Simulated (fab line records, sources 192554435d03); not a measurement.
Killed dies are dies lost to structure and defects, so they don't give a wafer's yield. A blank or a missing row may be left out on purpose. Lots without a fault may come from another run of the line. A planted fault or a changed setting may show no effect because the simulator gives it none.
Chamber matching | flow n5_finfet | N5_BEOL_M1_VIA_ETCH_34 on rie_diel-04: 4 sister chambers
The step etches the open film in C4F6/O2, target depth 67.8 nm, time 64.4 s. 8 wafers are shown with their chamber, then 11 later ones without.

WAFERS WITH THEIR CHAMBER
wafer  | chamber | drypump_motor_current_A (A) | throttle_valve_pct (%)
L079.4 | 0       | 5.1                         | 30.75
L084.3 | 0       | 5.1                         | 30.77
L086.2 | 1       | 5.9                         | 30.86
L086.3 | 2       | 5.6                         | 30.40
L086.4 | 3       | 5.8                         | 30.64
L086.5 | 2       | 5.6                         | 30.41
L086.6 | 1       | 5.9                         | 30.89
L087.3 | 3       | 5.7                         | 30.65

WAFERS WITHOUT THEIR CHAMBER
wafer  | drypump_motor_current_A (A) | throttle_valve_pct (%)
L087.4 | 5.6                         | 30.41
L087.5 | 5.1                         | 30.76
L090.3 | 5.7                         | 30.68
L090.4 | 5.1                         | 30.76
L090.5 | 5.8                         | 30.89
L095.1 | 5.8                         | 30.90
L095.3 | 5.1                         | 30.79
L095.6 | 5.1                         | 30.80
L096.2 | 5.7                         | 30.68
L096.5 | 5.1                         | 30.80
L096.6 | 5.8                         | 30.89

WHICH CHAMBER EACH WENT THROUGH
wafer  | from the rows above | in truth
L087.4 | 2                   | 2
L087.5 | 0                   | 0
L090.3 | 3                   | 3
L090.4 | 0                   | 0
L090.5 | 1                   | 1
L095.1 | 1                   | 1
L095.3 | 0                   | 0
L095.6 | 0                   | 0
L096.2 | 3                   | 3
L096.5 | 0                   | 0
L096.6 | 1                   | 1
Placed correctly: 11 of 11. Can't be placed from these rows: 0. Placed wrongly: 0.
How it was worked out, from the rows above alone: a wafer's distance from a chamber is the root of the sum, over the readings, of the square of ((its reading less the chamber's mean) divided by the reading's scatter). The wafer belongs to the nearest chamber; if the next one is less than 2 further off, it can't be placed. A chamber's mean is the mean of its shown wafers. The scatter: the root of (the sum of the squares of (reading less its chamber's mean) over the shown wafers, divided by (wafers less chambers)).
